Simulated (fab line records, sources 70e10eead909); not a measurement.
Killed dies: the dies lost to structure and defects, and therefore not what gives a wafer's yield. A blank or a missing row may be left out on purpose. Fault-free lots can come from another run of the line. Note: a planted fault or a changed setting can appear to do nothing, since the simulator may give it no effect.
fab line records	flow nand-harc
[record] lots = 14	wafers = 42	last-day = 24
route steps=1159 shown A_START@389 A_ZERO_WELL@403 A_ONON_D1@424 END@1159
lots that met no fault: taken from a fault-free run of the same line
start-h: hours from the record's first day to the start of the lot's first wafer shown	wait-h: how many hours have passed since the lot's step before this one	" as in the row above	L1.1+2: a single row standing in for several wafers	- no value present, or no start provided	* or withheld: withheld	< > ~ a bound
route shown NAME@n: NAME is a module with steps in the file, n the number in the route of the first one	usual: mean/standard deviation taken from wafers without a fault	same: alike in all rows	chamber/n: place in a boat	sites: readings site by site	_std_site: the values' standard deviation	_edge_site: mean of outer sites minus mean of inner sites	radius-mm: how far each site lies from the wafer's centre	mask NAME#n: copy n	behind: the most recent tool/chamber to have shaped the wafer	hold: reason for holding the lot/hours on hold/outcome of the hold	device: the n, p or np transistor that did not switch	end of line: the route-end tests of the same wafers	step lacking rows: just its recipe	killed: not the wafer's yield, but the dies lost to structure and defects at the first sort	map: a wafer's dies, marking killed ones x, the rest . and places with no die _
set.NAME: the setting that was run; set.NAME@STEP: the one run at that earlier step	model.NAME: the simulator's own value behind a step, which no gauge read
the route's steps for a sample of lots (tables are steps, rows are wafers)
services: a tool's chamber out of use, with start hour (start-h, from the record's first day; less than 0 if before it), hours out, and reason
[[steps]]
[step NHARC_A_START_INSPECT_01]
[usual] raw-defect-count = 3.5/1.7
lot.wafer	tool	chamber	start-h	wait-h	raw-defect-count
L598.1	defect-inspect-01	-	132.37	-	4
L598.3	"	-	"	"	6
L598.4	"	-	"	"	5
L597.1	defect-inspect-01	-	138.42	-	3
L597.2	"	-	"	"	6
L597.3	"	-	"	"	4
L599.3	defect-inspect-01	-	149.58	-	6
L599.5	"	-	"	"	4
L599.6	"	-	"	"	1
L601.1	defect-inspect-02	-	154.96	-	7
L601.4	"	-	"	"	2
L601.5	"	-	"	"	2
L604.1	defect-inspect-01	-	176.98	-	6
L604.2	"	-	"	"	3
L604.4	"	-	"	"	4
L605.2	defect-inspect-02	-	180.80	-	6
L605.3	"	-	"	"	3
L605.4	"	-	"	"	6
L606.1	defect-inspect-01	-	188.91	-	4
L606.2	"	-	"	"	1
L606.4	"	-	"	"	4
L607.2	defect-inspect-01	-	194.70	-	2
L607.4	"	-	"	"	0
L607.5	"	-	"	"	4
L612.2	defect-inspect-02	-	220.32	-	1
L612.3	"	-	"	"	3
L612.4	"	-	"	"	6
L613.3	defect-inspect-02	-	221.78	-	4
L613.5	"	-	"	"	3
L613.6	"	-	"	"	6
L614.3	defect-inspect-02	-	243.17	-	3
L614.4	"	-	"	"	3
L614.5	"	-	"	"	1
L617.3	defect-inspect-01	-	252.12	-	3
L617.4	"	-	"	"	4
L617.6	"	-	"	"	4
L618.1	defect-inspect-02	-	259.83	-	3
L618.4	"	-	"	"	2
L618.6	"	-	"	"	8
L620.1	defect-inspect-01	-	262.57	-	1
L620.3	"	-	"	"	4
L620.4	"	-	"	"	4
[step NHARC_A_ZERO_WELL_DESCUM_12]
[recipe] time-s = 3	o2-flow-sccm = 200	ar-flow-sccm = 0	bias-power-w = 0	chemistry = O2
[usual] drypump-motor-current-A = 5.7/0.51	oes-product-au = 0.997/0.0068	rf-vpp-V = 57.9/0.79	showerhead-plenum-p-Torr = 1.93/0.083	throttle-valve-pct = 11.309/0.0081
lot.wafer	tool	chamber	start-h	wait-h	drypump-motor-current-A	oes-product-au	rf-hours-counter-h	rf-vpp-V	showerhead-plenum-p-Torr	throttle-valve-pct
L598.1	rie-diel-04	3	133.39	-	6.0	1.001	1	58.3	1.78	11.321
L598.3	"	1	"	"	5.0	0.989	1	58.1	1.94	11.302
L598.4	"	3	"	"	6.0	1.004	-	57.4	1.78	11.299
L597.2	rie-diel-07	1	139.42	-	4.7	0.991	5	57.3	1.78	11.316
L597.3	"	3	"	"	5.7	0.986	5	58.0	2.04	11.310
L597.1	"	0	"	"	5.4	0.988	5	57.3	1.92	11.302
L599.3	rie-diel-02	1	150.61	-	6.4	0.999	10	57.0	1.94	11.303
L599.5	"	0	"	"	5.4	1.009	-	57.9	1.85	11.316
L599.6	"	1	"	"	6.4	0.991	-	57.5	1.94	11.304
L601.1	rie-diel-04	0	155.85	-	5.3	0.991	2	58.4	1.92	11.311
L601.4	"	2	"	"	6.1	0.995	4	58.3	1.99	11.314
L601.5	"	3	"	"	6.0	1.006	-	58.3	1.78	11.303
L604.1	rie-diel-07	2	177.97	-	6.4	0.981	7	58.5	2.03	11.309
L604.4	"	3	"	"	5.6	0.989	7	58.9	2.04	11.314
L604.2	"	1	"	"	4.7	0.999	8	57.5	1.78	11.313
L605.2	rie-diel-02	0	181.80	-	5.4	1.000	1	56.4	1.85	11.311
L605.3	"	1	"	"	6.4	0.989	1	58.6	1.94	11.294
L605.4	"	2	"	"	5.9	1.001	1	57.7	1.96	11.308
L606.2	rie-diel-04	1	189.92	-	5.0	0.993	8	57.5	1.93	11.296
L606.4	"	2	"	"	6.1	0.996	9	59.5	1.98	11.300
L606.1	"	3	"	"	5.9	0.998	6	56.7	1.78	11.305
L607.2	rie-diel-02	3	195.72	-	5.9	1.000	3	58.7	2.03	11.317
L607.4	"	0	"	"	5.5	0.995	3	58.1	1.85	11.316
L607.5	"	3	"	"	5.9	1.001	-	57.9	2.03	11.305
L612.4	rie-diel-04	2	221.32	-	6.0	0.984	11	58.2	1.98	11.308
L612.2	"	3	"	"	5.9	1.001	9	58.4	1.78	11.314
L612.3	"	0	"	"	5.3	1.004	10	57.4	1.92	11.313
L613.3	rie-diel-07	0	222.66	-	5.4	0.992	11	58.7	1.91	11.296
L613.5	"	2	"	"	6.4	0.993	-	59.8	2.02	11.331
L613.6	"	3	"	"	5.6	0.996	-	58.7	2.04	11.311
L614.3	rie-diel-02	0	244.06	-	5.4	0.997	6	57.8	1.85	11.318
L614.4	"	2	"	"	5.8	1.003	-	58.0	1.95	11.309
L614.5	"	0	"	"	5.4	0.997	-	56.5	1.85	11.309
L617.4	rie-diel-02	0	253.12	-	5.4	0.999	8	58.2	1.85	11.298
L617.3	"	2	"	"	5.8	0.997	7	57.6	1.95	11.312
L617.6	"	0	"	"	5.4	0.998	-	57.4	1.85	11.314
L618.4	rie-diel-02	2	260.74	-	5.8	0.999	7	57.4	1.95	11.303
L618.1	"	3	"	"	5.9	0.993	6	57.4	2.03	11.303
L618.6	"	3	"	"	5.9	1.004	-	58.8	2.03	11.301
L620.1	rie-diel-07	1	263.57	-	4.7	1.003	2	57.5	1.78	11.309
L620.4	"	2	"	"	6.4	1.001	2	58.5	2.02	11.328
L620.3	"	3	"	"	5.7	1.009	2	58.0	2.04	11.318
[step NHARC_A_ONON_D1_DEP_00]
[recipe] target-thk-a = 10000	n2-flow-sccm = 2750	n2o-flow-sccm = 2000	nh3-flow-sccm = 500	sih4-flow-sccm = 210	temp-c = 400
lot.wafer	tool	chamber	start-h	wait-h
L598.1+3+4	pecvd-onon-01	0	157.83	0.1
L597.1+2+3	pecvd-onon-04	0	161.50	0.1
L599.3+5+6	pecvd-onon-01	0	172.00	0.2
L601.1+4+5	pecvd-onon-03	0	177.75	0.1
L604.1+2+4	pecvd-onon-04	0	200.41	0.1
L605.2+3+4	pecvd-onon-04	0	204.01	0.1
L606.1+2+4	pecvd-onon-04	0	211.77	0.1
L607.2+4+5	pecvd-onon-04	0	218.33	0.1
L612.2+3+4	pecvd-onon-03	0	243.23	0.1
L613.3+5+6	pecvd-onon-01	0	243.27	0.2
L614.3+4+5	pecvd-onon-03	0	266.38	0.2
L617.3+4+6	pecvd-onon-04	0	276.10	0.2
L618.1+4+6	pecvd-onon-04	0	282.77	0.1
L620.1+3+4	pecvd-onon-03	0	282.80	0.1
[step NHARC_A_ONON_D1_THK_MEAS_02]
[recipe] thk-meas-gauge = ellipsometry
[usual] thk-nm = 996/13
lot.wafer	tool	chamber	start-h	wait-h	thk-nm
L598.1	film-metro-01	-	158.34	-	1021
L598.3	"	-	"	"	1020
L598.4	"	-	"	"	1019
L597.1	film-metro-01	-	162.01	-	1008
L597.2	"	-	"	"	1010
L597.3	"	-	"	"	1007
L599.3	film-metro-02	-	172.40	-	988
L599.5	"	-	"	"	989
L599.6	"	-	"	"	985
L601.1	film-metro-01	-	178.29	-	1006
L601.4	"	-	"	"	1006
L601.5	"	-	"	"	1005
L604.1	film-metro-01	-	200.92	-	970
L604.2	"	-	"	"	971
L604.4	"	-	"	"	972
L605.2	film-metro-01	-	204.47	-	1012
L605.3	"	-	"	"	1014
L605.4	"	-	"	"	1060
L606.1	film-metro-01	-	212.28	-	992
L606.2	"	-	"	"	991
L606.4	"	-	"	"	1037
L607.2	film-metro-02	-	218.78	-	990
L607.4	"	-	"	"	1039
L607.5	"	-	"	"	1037
L613.3	film-metro-02	-	243.67	-	1007
L613.5	"	-	"	"	1005
L613.6	"	-	"	"	1006
L612.2	film-metro-02	-	243.68	-	976
L612.3	"	-	"	"	976
L612.4	"	-	"	"	975
L614.3	film-metro-01	-	266.77	-	984
L614.4	"	-	"	"	982
L614.5	"	-	"	"	984
L617.3	film-metro-02	-	276.50	-	1015
L617.4	"	-	"	"	1014
L617.6	"	-	"	"	1015
L618.1	film-metro-02	-	283.28	-	1002
L618.4	"	-	"	"	1004
L618.6	"	-	"	"	1003
L620.1	film-metro-01	-	283.31	-	1005
L620.3	"	-	"	"	1005
L620.4	"	-	"	"	1006
[step NHARC_END_SORT_01]
[recipe] temp-c = 25
[usual] killed-at-array = 27/10	killed-at-other = 0.6/1	killed-at-periphery = 3.4/2.7	killed-dies = 31/9.7	killed-open = 3.4/1.7	killed-short = 2.2/1.5
[same] gross-dies = 677
lot.wafer	tool	chamber	start-h	wait-h	killed-at-array	killed-at-other	killed-at-periphery	killed-dies	killed-open	killed-short
L606.1	prober-02	0	494.06	2.5	32	2	2	36	3	1
L606.2	prober-02	0	494.85	2.8	27	1	4	32	1	3
L606.4	prober-02	0	496.42	3.4	643	2	1	646	5	1
L605.2	prober-01	0	494.85	2.8	19	3	4	26	6	4
L605.3	prober-01	0	495.66	3.1	12	0	4	16	5	2
L605.4	prober-01	0	496.48	3.5	641	1	2	644	2	1
L607.2	prober-01	0	511.18	2.8	11	3	4	18	2	2
L607.4	prober-01	0	512.79	3.4	627	4	5	636	3	3
L607.5	prober-01	0	513.59	3.7	638	0	6	644	7	2
// killed by level:class
L606.1 A_CHANNEL_HOLE_D1:chamber-film-flake=19 A_STAIRCASE:chamber-film-flake=5 A_CONTACT:chamber-film-flake=3 A_WL_FILL:chamber-film-flake=2 P_M0:geometric-particle:open=1 A_SGD_CUT:geometric-particle:open=1 A_WL_FILL:geometric-particle:short=1 A_CONTACT:geometric-particle:open=1
L606.2 A_CHANNEL_HOLE_D1:chamber-film-flake=18 A_STAIRCASE:chamber-film-flake=3 A_M0:geometric-particle:short=2 A_CONTACT:chamber-film-flake=2 P_CONTACT:geometric-particle:open=1 P_M0:geometric-particle:short=1 P_GATE:chamber-film-flake=1 P_STI:chamber-film-flake=1
L605.2 A_CHANNEL_HOLE_D1:chamber-film-flake=7 A_CONTACT:chamber-film-flake=3 A_STAIRCASE:chamber-film-flake=2 THIN_TSV:chamber-film-flake=2 P_CONTACT:geometric-particle:short=1 P_M0:geometric-particle:open=1 A_SOURCE_PLATE:geometric-particle:short=1 A_CHANNEL_FILL_D1:geometric-particle:open=1
L605.3 A_CHANNEL_HOLE_D1:chamber-film-flake=3 A_STAIRCASE:chamber-film-flake=3 P_CONTACT:geometric-particle:open=2 A_CONTACT:chamber-film-flake=2 P_GATE:geometric-particle:open=1 A_ONON_D1:geometric-particle:short=1 A_WL_FILL:geometric-particle:short=1 A_CONTACT:geometric-particle:open=1
L606.4 A_ONON_D1:area-dep=614 A_CHANNEL_HOLE_D1:chamber-film-flake=14 A_STAIRCASE:chamber-film-flake=4 A_BLC:geometric-particle:open=3 A_CONTACT:chamber-film-flake=2 THIN_TSV:chamber-film-flake=2 A_STAIRCASE:geometric-particle:short=1 A_WL_FILL:geometric-particle:open=1
L605.4 A_ONON_D1:area-dep=628 A_CHANNEL_HOLE_D1:chamber-film-flake=3 A_CONTACT:chamber-film-flake=3 A_M0:geometric-particle:open=2 P_M0:chamber-film-flake=2 A_STAIRCASE:chamber-film-flake=2 A_CHANNEL_HOLE_D1:geometric-particle:short=1 A_ZERO_WELL:chamber-film-flake=1
L607.2 A_CHANNEL_HOLE_D1:chamber-film-flake=4 P_ZERO_WELL:chamber-film-flake=3 A_CONTACT:chamber-film-flake=2 THIN_TSV:chamber-film-flake=2 P_CONTACT:geometric-particle:open=1 A_CHANNEL_FILL_D1:geometric-particle:short=1 A_BLC:geometric-particle:short=1 STARTING-WAFER:geometric-particle:open=1
L607.4 A_ONON_D1:area-dep=615 A_CHANNEL_HOLE_D1:chamber-film-flake=4 THIN_TSV:chamber-film-flake=4 P_ZERO_WELL:chamber-film-flake=2 P_M2:chamber-film-flake=2 A_CONTACT:chamber-film-flake=2 P_M2:geometric-particle:open=1 A_ONON_D1:geometric-particle:short=1
L607.5 A_ONON_D1:area-dep=620 A_CHANNEL_HOLE_D1:chamber-film-flake=5 A_CONTACT:chamber-film-flake=4 P_CONTACT:geometric-particle:open=3 A_ONON_D1:geometric-particle:open=2 A_CHANNEL_FILL_D1:chamber-film-flake=2 A_ONON_D1:geometric-particle:short=1 A_WL_FILL:geometric-particle:short=1
[[services]]
tool	chamber	start-h	hours	kind
rie-diel-04	-	111.90	9.0	pm
rie-diel-04	0	128.57	15.5	repair
rie-diel-02	0	129.70	-	clean
rie-diel-02	1	129.70	-	clean
rie-diel-02	2	129.70	-	clean
rie-diel-02	3	129.70	-	clean
rie-diel-02	1	150.73	9.0	vent-cycle
rie-diel-02	2	150.73	9.0	vent-cycle
pecvd-onon-03	-	153.08	13.0	pm
rie-diel-02	0	159.73	-	clean
rie-diel-02	1	159.73	-	clean
rie-diel-02	2	159.73	-	clean
rie-diel-02	3	159.73	-	clean
rie-diel-02	3	161.05	3.9	repair
rie-diel-04	3	167.13	13.6	repair
pecvd-onon-01	-	195.11	13.0	pm
rie-diel-02	0	200.15	1.5	repair
rie-diel-04	-	205.11	3.9	repair
rie-diel-04	2	214.75	5.5	repair
rie-diel-07	-	228.27	9.0	pm
rie-diel-02	3	236.04	15.7	repair
rie-diel-04	2	236.48	1.3	repair
pecvd-onon-04	-	237.57	13.0	pm
rie-diel-07	-	266.35	0.1	repair
[[key]]
[first-sign] step = NHARC_A_ONON_D1_THK_MEAS_02	reading = thk-nm	direction = up	sigmas = 3.6	usual = 996	struck = 1043
[effect] step = NHARC_END_SORT_01	reading = killed-dies	direction = up	sigmas = 63	usual = 31	struck = 642
[more-kills-born-at] NHARC_A_ONON_D1_DEP_00@pecvd-onon-04 = 2477
met-at NHARC_A_ONON_D1_DEP_00
struck-lots L605,L606,L607
struck-wafers L605.4,L606.4,L607.4,L607.5
later-rows-left-out L605.4,L606.4,L607.4,L607.5
tester-left-out L605,L606,L607
not-acting-at NHARC_A_START_INSPECT_01,NHARC_A_ZERO_WELL_DESCUM_12
onset-between 200.41 204.01
[fault] kind = process-parameter-drift	tool = pecvd-onon-04	chamber = -	onset-h = 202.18	steps = NHARC_A_ONON_D1_DEP_00	channel = target-thk-a	offset = *	shape = step	end-h = 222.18	scope = struck-wafers-only	acts-in = *	stated = *
// tester-left-out: of these lots the tester's yield and bins aren't shown, on N5 and GAA mostly nor the transistor test; their killed dies are dies lost to structure and defects alone, not to doping, threshold or leakage, so they don't give the yield
// later-rows-left-out: the simulator's readings of these wafers behind a module that went badly wrong aren't trusted and aren't shown, but for the sort
